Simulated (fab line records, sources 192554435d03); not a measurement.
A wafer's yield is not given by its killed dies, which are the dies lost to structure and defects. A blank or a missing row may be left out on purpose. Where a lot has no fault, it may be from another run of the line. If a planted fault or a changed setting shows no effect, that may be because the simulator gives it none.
fab line records / flow n5Finfet / part 2 of 2: steps 20 to 29 of 29
record: lots: 5 wafers: 15 lastDay: 16
route steps=1938 shown BEOL_M6@1220
lots untouched by any fault: they come from a run of this same line in which no faults occurred
startH: hours from the record's first day to the start of the lot's first wafer shown / waitH: hours since the lot's step before / " repeats the value in the row above / L1.1+2: a row that stands for several wafers / - no value present, or no start provided / * or withheld: withheld / < > ~ a bound
route shown NAME@n: a module of which the file shows steps, and the number in the route of the first / usual: mean/standard deviation of fault-free wafers / same: alike in all rows / chamber/n: place in a boat / sites: each site's reading / _std_site: how widely they spread, as a standard deviation / _edge_site: inner sites' mean taken away from outer sites' mean / radiusMm: for every site, how far away it sits from the centre of the wafer / mask NAME#n: copy n / behind: the most recent tool/chamber to have shaped the wafer / hold: cause of the lot's hold/its duration in hours/its outcome / device: whichever transistor did not switch (one of n, p or np) / end of line: the route-end tests of the same wafers / step lacking rows: just its recipe / killed: count of dies lost to structure and defects at first sort (not the wafer's yield) / map: a wafer's dies, marking killed ones x, the rest . and places with no die _
set.NAME: the run value of the setting; set.NAME@STEP: its run value at that earlier step / model.NAME: the simulator's own value behind a step, which no gauge read
lots at selected steps of the route; one table per step, one row per wafer
services: a tool's chamber out of use, with start hour (startH, from the record's first day; less than 0 if before it), hours out, and reason
== steps ==
step: N5_BEOL_M6_TRENCH_ETCH_37
recipe: chemistry: C4F6/O2 targetDepthA: 944.35 target: SiCOH_lowk timeS: 31.5 ionEnergyEv: 250 pressureMtorr: 30 sourceW: 345 biasW: 185 Ar_flow_sccm: 300 C4F6_flow_sccm: 10 O2_flow_sccm: 10
usual: drypumpMotorCurrentA: 5.6/0.39 oesProductAu: 0.79/0.076 rfVppV: 662/12 showerheadPlenumPTorr: 2.86/0.088 throttleValvePct: 20.81/0.21
lot.wafer=L077.2 tool=rieDiel-04 chamber=2 startH=- waitH=- drypumpMotorCurrentA=5.7 oesProductAu=0.74 rfHoursCounterH=184 rfVppV=645 showerheadPlenumPTorr=2.96 throttleValvePct=21.15
lot.wafer=L077.3 tool=rieDiel-04 chamber=1 startH=- waitH=- drypumpMotorCurrentA=5.4 oesProductAu=0.91 rfHoursCounterH=12 rfVppV=656 showerheadPlenumPTorr=2.78 throttleValvePct=20.38
lot.wafer=L077.5 tool=rieDiel-04 chamber=3 startH=- waitH=- drypumpMotorCurrentA=4.9 oesProductAu=0.89 rfHoursCounterH=- rfVppV=668 showerheadPlenumPTorr=3.02 throttleValvePct=20.72
lot.wafer=L084.1 tool=rieDiel-05 chamber=0 startH=- waitH=- drypumpMotorCurrentA=5.6 oesProductAu=0.83 rfHoursCounterH=72 rfVppV=668 showerheadPlenumPTorr=2.96 throttleValvePct=20.64
lot.wafer=L084.2 tool=rieDiel-05 chamber=3 startH=- waitH=- drypumpMotorCurrentA=5.7 oesProductAu=0.70 rfHoursCounterH=229 rfVppV=686 showerheadPlenumPTorr=2.81 throttleValvePct=20.82
lot.wafer=L084.4 tool=rieDiel-05 chamber=2 startH=- waitH=- drypumpMotorCurrentA=5.8 oesProductAu=0.70 rfHoursCounterH=218 rfVppV=657 showerheadPlenumPTorr=2.93 throttleValvePct=20.55
lot.wafer=L085.2 tool=rieDiel-04 chamber=0 startH=- waitH=- drypumpMotorCurrentA=5.9 oesProductAu=0.73 rfHoursCounterH=200 rfVppV=666 showerheadPlenumPTorr=2.82 throttleValvePct=20.78
lot.wafer=L085.4 tool=rieDiel-04 chamber=1 startH=- waitH=- drypumpMotorCurrentA=5.4 oesProductAu=0.87 rfHoursCounterH=33 rfVppV=653 showerheadPlenumPTorr=2.78 throttleValvePct=20.43
lot.wafer=L085.6 tool=rieDiel-04 chamber=2 startH=- waitH=- drypumpMotorCurrentA=5.7 oesProductAu=0.72 rfHoursCounterH=- rfVppV=645 showerheadPlenumPTorr=2.95 throttleValvePct=21.20
lot.wafer=L087.2 tool=rieDiel-05 chamber=2 startH=- waitH=- drypumpMotorCurrentA=5.8 oesProductAu=0.68 rfHoursCounterH=229 rfVppV=656 showerheadPlenumPTorr=2.92 throttleValvePct=20.56
lot.wafer=L087.5 tool=rieDiel-05 chamber=1 startH=- waitH=- drypumpMotorCurrentA=5.4 oesProductAu=0.91 rfHoursCounterH=- rfVppV=667 showerheadPlenumPTorr=2.78 throttleValvePct=20.82
lot.wafer=L087.6 tool=rieDiel-05 chamber=2 startH=- waitH=- drypumpMotorCurrentA=5.8 oesProductAu=0.68 rfHoursCounterH=- rfVppV=655 showerheadPlenumPTorr=2.92 throttleValvePct=20.56
lot.wafer=L094.3 tool=rieDiel-04 chamber=0 startH=- waitH=- drypumpMotorCurrentA=5.9 oesProductAu=0.71 rfHoursCounterH=215 rfVppV=665 showerheadPlenumPTorr=2.81 throttleValvePct=20.81
lot.wafer=L094.5 tool=rieDiel-04 chamber=1 startH=- waitH=- drypumpMotorCurrentA=5.4 oesProductAu=0.83 rfHoursCounterH=- rfVppV=654 showerheadPlenumPTorr=2.77 throttleValvePct=20.45
lot.wafer=L094.6 tool=rieDiel-04 chamber=0 startH=- waitH=- drypumpMotorCurrentA=5.9 oesProductAu=0.71 rfHoursCounterH=- rfVppV=665 showerheadPlenumPTorr=2.81 throttleValvePct=20.81
step: N5_BEOL_M6_ETCH_41
recipe: chemistry: CH3F/O2 target: SiCN targetDepthA: 297 taperDeg: 2 timeS: 52 ionEnergyEv: 120 maskMaterial: TiN pressureMtorr: 30 sourceW: 395 biasW: 75 Ar_flow_sccm: 150 CH3F_flow_sccm: 30 O2_flow_sccm: 20
usual: drypumpMotorCurrentA: 5.6/0.39 oesProductAu: 0.79/0.075 rfVppV: 297.5/1.6 showerheadPlenumPTorr: 2.01/0.065 throttleValvePct: 16.21/0.19
lot.wafer=L077.2 tool=rieDiel-04 chamber=2 startH=- waitH=- drypumpMotorCurrentA=5.7 oesProductAu=0.74 rfHoursCounterH=184 rfVppV=299.3 showerheadPlenumPTorr=2.08 throttleValvePct=16.53
lot.wafer=L077.3 tool=rieDiel-04 chamber=1 startH=- waitH=- drypumpMotorCurrentA=5.4 oesProductAu=0.91 rfHoursCounterH=12 rfVppV=297.8 showerheadPlenumPTorr=1.95 throttleValvePct=15.78
lot.wafer=L077.5 tool=rieDiel-04 chamber=3 startH=- waitH=- drypumpMotorCurrentA=5.0 oesProductAu=0.89 rfHoursCounterH=- rfVppV=300.6 showerheadPlenumPTorr=2.13 throttleValvePct=16.07
lot.wafer=L084.1 tool=rieDiel-05 chamber=0 startH=- waitH=- drypumpMotorCurrentA=5.6 oesProductAu=0.82 rfHoursCounterH=72 rfVppV=299.3 showerheadPlenumPTorr=2.09 throttleValvePct=16.08
lot.wafer=L084.2 tool=rieDiel-05 chamber=3 startH=- waitH=- drypumpMotorCurrentA=5.7 oesProductAu=0.69 rfHoursCounterH=229 rfVppV=297.4 showerheadPlenumPTorr=1.98 throttleValvePct=16.30
lot.wafer=L084.4 tool=rieDiel-05 chamber=2 startH=- waitH=- drypumpMotorCurrentA=5.8 oesProductAu=0.69 rfHoursCounterH=218 rfVppV=297.4 showerheadPlenumPTorr=2.06 throttleValvePct=16.04
lot.wafer=L085.2 tool=rieDiel-04 chamber=0 startH=- waitH=- drypumpMotorCurrentA=5.9 oesProductAu=0.74 rfHoursCounterH=200 rfVppV=297.2 showerheadPlenumPTorr=1.98 throttleValvePct=16.26
lot.wafer=L085.4 tool=rieDiel-04 chamber=1 startH=- waitH=- drypumpMotorCurrentA=5.4 oesProductAu=0.88 rfHoursCounterH=33 rfVppV=297.7 showerheadPlenumPTorr=1.95 throttleValvePct=15.82
lot.wafer=L085.6 tool=rieDiel-04 chamber=2 startH=- waitH=- drypumpMotorCurrentA=5.7 oesProductAu=0.72 rfHoursCounterH=- rfVppV=299.6 showerheadPlenumPTorr=2.08 throttleValvePct=16.57
lot.wafer=L087.2 tool=rieDiel-05 chamber=2 startH=- waitH=- drypumpMotorCurrentA=5.8 oesProductAu=0.68 rfHoursCounterH=229 rfVppV=298.7 showerheadPlenumPTorr=2.05 throttleValvePct=16.07
lot.wafer=L087.5 tool=rieDiel-05 chamber=1 startH=- waitH=- drypumpMotorCurrentA=5.4 oesProductAu=0.91 rfHoursCounterH=- rfVppV=296.5 showerheadPlenumPTorr=1.95 throttleValvePct=16.15
lot.wafer=L087.6 tool=rieDiel-05 chamber=2 startH=- waitH=- drypumpMotorCurrentA=5.8 oesProductAu=0.68 rfHoursCounterH=- rfVppV=298.2 showerheadPlenumPTorr=2.05 throttleValvePct=16.07
lot.wafer=L094.3 tool=rieDiel-04 chamber=0 startH=- waitH=- drypumpMotorCurrentA=5.9 oesProductAu=0.72 rfHoursCounterH=215 rfVppV=296.2 showerheadPlenumPTorr=1.98 throttleValvePct=16.28
lot.wafer=L094.5 tool=rieDiel-04 chamber=1 startH=- waitH=- drypumpMotorCurrentA=5.4 oesProductAu=0.84 rfHoursCounterH=- rfVppV=296.9 showerheadPlenumPTorr=1.94 throttleValvePct=15.84
lot.wafer=L094.6 tool=rieDiel-04 chamber=0 startH=- waitH=- drypumpMotorCurrentA=5.9 oesProductAu=0.72 rfHoursCounterH=- rfVppV=297.0 showerheadPlenumPTorr=1.98 throttleValvePct=16.30
step: N5_BEOL_M6_STRIP_80
recipe: chemistry: N2/H2 timeS: 10 powerW: 450 tempC: 40 pressureMtorr: 20 rfFrequencyHz: 6e+07 biasPowerW: 7 n2FlowSccm: 200 h2FlowSccm: 200
usual: drypumpMotorCurrentA: 5.6/0.39 oesProductAu: 0.80/0.075 rfVppV: 59.2/0.86 showerheadPlenumPTorr: 2.55/0.083 throttleValvePct: 23.59/0.27
lot.wafer=L077.2 tool=rieDiel-04 chamber=2 startH=- waitH=- drypumpMotorCurrentA=5.7 oesProductAu=0.73 rfHoursCounterH=184 rfVppV=59.4 showerheadPlenumPTorr=2.63 throttleValvePct=24.06
lot.wafer=L077.3 tool=rieDiel-04 chamber=1 startH=- waitH=- drypumpMotorCurrentA=5.4 oesProductAu=0.91 rfHoursCounterH=12 rfVppV=58.8 showerheadPlenumPTorr=2.51 throttleValvePct=23.51
lot.wafer=L077.5 tool=rieDiel-04 chamber=3 startH=- waitH=- drypumpMotorCurrentA=4.9 oesProductAu=0.88 rfHoursCounterH=- rfVppV=60.3 showerheadPlenumPTorr=2.69 throttleValvePct=23.60
lot.wafer=L084.1 tool=rieDiel-05 chamber=0 startH=- waitH=- drypumpMotorCurrentA=5.6 oesProductAu=0.83 rfHoursCounterH=72 rfVppV=58.9 showerheadPlenumPTorr=2.69 throttleValvePct=23.68
lot.wafer=L084.2 tool=rieDiel-05 chamber=3 startH=- waitH=- drypumpMotorCurrentA=5.7 oesProductAu=0.68 rfHoursCounterH=229 rfVppV=57.9 showerheadPlenumPTorr=2.49 throttleValvePct=23.25
lot.wafer=L084.4 tool=rieDiel-05 chamber=2 startH=- waitH=- drypumpMotorCurrentA=5.8 oesProductAu=0.69 rfHoursCounterH=218 rfVppV=58.0 showerheadPlenumPTorr=2.61 throttleValvePct=22.98
lot.wafer=L085.2 tool=rieDiel-04 chamber=0 startH=- waitH=- drypumpMotorCurrentA=5.9 oesProductAu=0.75 rfHoursCounterH=200 rfVppV=58.6 showerheadPlenumPTorr=2.53 throttleValvePct=23.46
lot.wafer=L085.4 tool=rieDiel-04 chamber=1 startH=- waitH=- drypumpMotorCurrentA=5.4 oesProductAu=0.88 rfHoursCounterH=33 rfVppV=59.6 showerheadPlenumPTorr=2.50 throttleValvePct=23.53
lot.wafer=L085.6 tool=rieDiel-04 chamber=2 startH=- waitH=- drypumpMotorCurrentA=5.7 oesProductAu=0.72 rfHoursCounterH=- rfVppV=60.5 showerheadPlenumPTorr=2.62 throttleValvePct=24.10
lot.wafer=L087.2 tool=rieDiel-05 chamber=2 startH=- waitH=- drypumpMotorCurrentA=5.8 oesProductAu=0.69 rfHoursCounterH=229 rfVppV=59.3 showerheadPlenumPTorr=2.60 throttleValvePct=22.97
lot.wafer=L087.5 tool=rieDiel-05 chamber=1 startH=- waitH=- drypumpMotorCurrentA=5.4 oesProductAu=0.91 rfHoursCounterH=- rfVppV=58.2 showerheadPlenumPTorr=2.49 throttleValvePct=23.76
lot.wafer=L087.6 tool=rieDiel-05 chamber=2 startH=- waitH=- drypumpMotorCurrentA=5.8 oesProductAu=0.68 rfHoursCounterH=- rfVppV=59.6 showerheadPlenumPTorr=2.60 throttleValvePct=22.99
lot.wafer=L094.3 tool=rieDiel-04 chamber=0 startH=- waitH=- drypumpMotorCurrentA=5.9 oesProductAu=0.74 rfHoursCounterH=215 rfVppV=58.1 showerheadPlenumPTorr=2.52 throttleValvePct=23.48
lot.wafer=L094.5 tool=rieDiel-04 chamber=1 startH=- waitH=- drypumpMotorCurrentA=5.4 oesProductAu=0.85 rfHoursCounterH=- rfVppV=59.2 showerheadPlenumPTorr=2.49 throttleValvePct=23.56
lot.wafer=L094.6 tool=rieDiel-04 chamber=0 startH=- waitH=- drypumpMotorCurrentA=5.9 oesProductAu=0.74 rfHoursCounterH=- rfVppV=59.9 showerheadPlenumPTorr=2.52 throttleValvePct=23.48
step: N5_BEOL_M6_OCD_MEAS_38
usual: trenchDepthNm: 94.0/1.3
lot.wafer=L077.2 tool=ocd-01 chamber=- startH=201.58 waitH=- trenchDepthNm=95.6
lot.wafer=L077.3 tool=ocd-01 chamber=- startH=201.58 waitH=- trenchDepthNm=93.2
lot.wafer=L077.5 tool=ocd-01 chamber=- startH=201.58 waitH=- trenchDepthNm=95.7
lot.wafer=L084.1 tool=ocd-02 chamber=- startH=244.20 waitH=- trenchDepthNm=93.8
lot.wafer=L084.2 tool=ocd-02 chamber=- startH=244.20 waitH=- trenchDepthNm=94.1
lot.wafer=L084.4 tool=ocd-02 chamber=- startH=244.20 waitH=- trenchDepthNm=94.8
lot.wafer=L085.2 tool=ocd-02 chamber=- startH=255.46 waitH=- trenchDepthNm=93.2
lot.wafer=L085.4 tool=ocd-02 chamber=- startH=255.46 waitH=- trenchDepthNm=93.7
lot.wafer=L085.6 tool=ocd-02 chamber=- startH=255.46 waitH=- trenchDepthNm=94.4
lot.wafer=L087.2 tool=ocd-01 chamber=- startH=275.30 waitH=- trenchDepthNm=93.9
lot.wafer=L087.5 tool=ocd-01 chamber=- startH=275.30 waitH=- trenchDepthNm=98.3
lot.wafer=L087.6 tool=ocd-01 chamber=- startH=275.30 waitH=- trenchDepthNm=94.0
lot.wafer=L094.3 tool=ocd-01 chamber=- startH=304.12 waitH=- trenchDepthNm=92.5
lot.wafer=L094.5 tool=ocd-01 chamber=- startH=304.12 waitH=- trenchDepthNm=92.8
lot.wafer=L094.6 tool=ocd-01 chamber=- startH=304.12 waitH=- trenchDepthNm=92.4
step: N5_BEOL_M6_HM_STRIP_39
recipe: chemistry: peroxideTinStrip material: TiN targetDepthA: 250 tempC: 50 timeS: 158
lot.wafer=L077.2+3+5 tool=wetBench-03 chamber=4,6,0 startH=201.61 waitH=0.0
lot.wafer=L084.1+2+4 tool=wetBench-04 chamber=3,7,1 startH=244.23 waitH=0.0
lot.wafer=L085.2+4+6 tool=wetBench-02 chamber=3,2,5 startH=255.49 waitH=0.0
lot.wafer=L087.2+5+6 tool=wetBench-02 chamber=1,4,0 startH=275.33 waitH=0.0
lot.wafer=L094.3+5+6 tool=wetBench-03 chamber=4,0,1 startH=304.15 waitH=0.0
step: N5_BEOL_M6_SRD_40
recipe: timeS: 30 tempC: 23 rinseLiquid: diw dry: ipaMarangoni
lot.wafer=L077.2+3+5 tool=wetBench-03 chamber=4,6,0 startH=201.66 waitH=0.0
lot.wafer=L084.1+2+4 tool=wetBench-04 chamber=3,7,1 startH=244.28 waitH=0.0
lot.wafer=L085.2+4+6 tool=wetBench-02 chamber=3,2,5 startH=255.54 waitH=0.0
lot.wafer=L087.2+5+6 tool=wetBench-02 chamber=1,4,0 startH=275.38 waitH=0.0
lot.wafer=L094.3+5+6 tool=wetBench-03 chamber=4,0,1 startH=304.20 waitH=0.0
step: N5_BEOL_M6_PRECLEAN_42
recipe: chemistry: residueRemover timeS: 60 tempC: 40
lot.wafer=L077.2+3+5 tool=wetBench-03 chamber=4,6,0 startH=201.67 waitH=0.0
lot.wafer=L084.1+2+4 tool=wetBench-04 chamber=3,7,1 startH=244.29 waitH=0.0
lot.wafer=L085.2+4+6 tool=wetBench-02 chamber=3,2,5 startH=255.56 waitH=0.0
lot.wafer=L087.2+5+6 tool=wetBench-02 chamber=1,4,0 startH=275.40 waitH=0.0
lot.wafer=L094.3+5+6 tool=wetBench-03 chamber=4,0,1 startH=304.21 waitH=0.0
step: N5_BEOL_M6_SRD_43
recipe: timeS: 30 tempC: 23 rinseLiquid: diw dry: ipaMarangoni
lot.wafer=L077.2+3+5 tool=wetBench-03 chamber=4,6,0 startH=201.69 waitH=0.0
lot.wafer=L084.1+2+4 tool=wetBench-04 chamber=3,7,1 startH=244.31 waitH=0.0
lot.wafer=L085.2+4+6 tool=wetBench-02 chamber=3,2,5 startH=255.58 waitH=0.0
lot.wafer=L087.2+5+6 tool=wetBench-02 chamber=1,4,0 startH=275.42 waitH=0.0
lot.wafer=L094.3+5+6 tool=wetBench-03 chamber=4,0,1 startH=304.23 waitH=0.0
step: N5_BEOL_M6_CD_MEAS_35
recipe: targetCdNm: 40 targetCdYNm: 28 polarity: opening
usual: cdNm: 40.1/0.58
lot.wafer=L077.2 tool=cdSem-01 chamber=- startH=201.73 waitH=0.0 cdNm=41.1
lot.wafer=L077.3 tool=cdSem-01 chamber=- startH=201.73 waitH=0.0 cdNm=40.7
lot.wafer=L077.5 tool=cdSem-01 chamber=- startH=201.73 waitH=0.0 cdNm=40.5
lot.wafer=L084.1 tool=cdSem-01 chamber=- startH=244.35 waitH=0.0 cdNm=40.1
lot.wafer=L084.2 tool=cdSem-01 chamber=- startH=244.35 waitH=0.0 cdNm=39.5
lot.wafer=L084.4 tool=cdSem-01 chamber=- startH=244.35 waitH=0.0 cdNm=39.4
lot.wafer=L085.2 tool=cdSem-01 chamber=- startH=255.62 waitH=0.0 cdNm=40.0
lot.wafer=L085.4 tool=cdSem-01 chamber=- startH=255.62 waitH=0.0 cdNm=39.9
lot.wafer=L085.6 tool=cdSem-01 chamber=- startH=255.62 waitH=0.0 cdNm=39.0
lot.wafer=L087.2 tool=cdSem-03 chamber=- startH=275.46 waitH=0.0 cdNm=39.6
lot.wafer=L087.5 tool=cdSem-03 chamber=- startH=275.46 waitH=0.0 cdNm=41.0
lot.wafer=L087.6 tool=cdSem-03 chamber=- startH=275.46 waitH=0.0 cdNm=40.3
lot.wafer=L094.3 tool=cdSem-03 chamber=- startH=304.27 waitH=0.0 cdNm=40.6
lot.wafer=L094.5 tool=cdSem-03 chamber=- startH=304.27 waitH=0.0 cdNm=39.7
lot.wafer=L094.6 tool=cdSem-03 chamber=- startH=304.27 waitH=0.0 cdNm=40.2
step: N5_BEOL_M6_CURE_75
recipe: tempC: 370 timeS: 120 ambient: DMADMS/He material: SiCOH_lowk
usual: lampPowerPct: 52.32/0.058 wafer_temp_C_max: 371.7/0.42
lot.wafer=L077.2 tool=uvCure-01 chamber=1 startH=201.82 waitH=0.1 lampPowerPct=52.33 wafer_temp_C_max=371.4
lot.wafer=L077.3 tool=uvCure-01 chamber=1 startH=201.82 waitH=0.1 lampPowerPct=52.34 wafer_temp_C_max=372.4
lot.wafer=L077.5 tool=uvCure-01 chamber=1 startH=201.82 waitH=0.1 lampPowerPct=52.37 wafer_temp_C_max=371.6
lot.wafer=L084.1 tool=uvCure-01 chamber=1 startH=244.39 waitH=0.0 lampPowerPct=52.27 wafer_temp_C_max=372.1
lot.wafer=L084.2 tool=uvCure-01 chamber=1 startH=244.39 waitH=0.0 lampPowerPct=52.31 wafer_temp_C_max=372.3
lot.wafer=L084.4 tool=uvCure-01 chamber=1 startH=244.39 waitH=0.0 lampPowerPct=52.36 wafer_temp_C_max=371.6
lot.wafer=L085.2 tool=uvCure-02 chamber=0 startH=255.71 waitH=0.1 lampPowerPct=52.31 wafer_temp_C_max=371.4
lot.wafer=L085.4 tool=uvCure-02 chamber=0 startH=255.71 waitH=0.1 lampPowerPct=52.30 wafer_temp_C_max=371.3
lot.wafer=L085.6 tool=uvCure-02 chamber=0 startH=255.71 waitH=0.1 lampPowerPct=52.39 wafer_temp_C_max=371.5
lot.wafer=L087.2 tool=uvCure-03 chamber=2 startH=275.62 waitH=0.2 lampPowerPct=52.26 wafer_temp_C_max=371.1
lot.wafer=L087.5 tool=uvCure-03 chamber=2 startH=275.62 waitH=0.2 lampPowerPct=52.23 wafer_temp_C_max=371.1
lot.wafer=L087.6 tool=uvCure-03 chamber=2 startH=275.62 waitH=0.2 lampPowerPct=52.25 wafer_temp_C_max=371.6
lot.wafer=L094.3 tool=uvCure-01 chamber=1 startH=304.41 waitH=0.1 lampPowerPct=52.33 wafer_temp_C_max=372.1
lot.wafer=L094.5 tool=uvCure-01 chamber=1 startH=304.41 waitH=0.1 lampPowerPct=52.41 wafer_temp_C_max=372.0
lot.wafer=L094.6 tool=uvCure-01 chamber=1 startH=304.41 waitH=0.1 lampPowerPct=52.39 wafer_temp_C_max=371.5
== services ==
tool=euvScanner-02 chamber=- startH=177.53 hours=1.0 kind=pm
tool=euvScanner-02 chamber=0 startH=202.63 hours=- kind=calibration
tool=uvCure-02 chamber=- startH=202.91 hours=8.6 kind=repair
tool=rieDiel-05 chamber=3 startH=207.52 hours=3.0 kind=repair
tool=euvScanner-01 chamber=- startH=214.38 hours=1.0 kind=pm
tool=euvScanner-02 chamber=- startH=221.63 hours=- kind=calibration
tool=lithoTrack-03 chamber=- startH=233.41 hours=- kind=consumableReplace:filter
tool=euvScanner-02 chamber=- startH=233.68 hours=1.0 kind=pm
tool=lithoTrack-03 chamber=- startH=234.05 hours=- kind=consumableReplace:filter
tool=euvScanner-01 chamber=0 startH=237.90 hours=- kind=calibration
tool=uvCure-02 chamber=- startH=251.35 hours=1.0 kind=pm
tool=uvCure-01 chamber=- startH=265.35 hours=7.5 kind=pm
tool=rieDiel-04 chamber=2 startH=266.00 hours=8.9 kind=repair
tool=euvScanner-01 chamber=- startH=270.53 hours=1.0 kind=pm
tool=uvCure-01 chamber=- startH=272.90 hours=7.5 kind=pm
tool=euvScanner-02 chamber=- startH=273.34 hours=5.4 kind=repair
tool=euvScanner-02 chamber=- startH=289.83 hours=1.0 kind=pm
tool=uvCure-02 chamber=- startH=293.86 hours=0.9 kind=repair
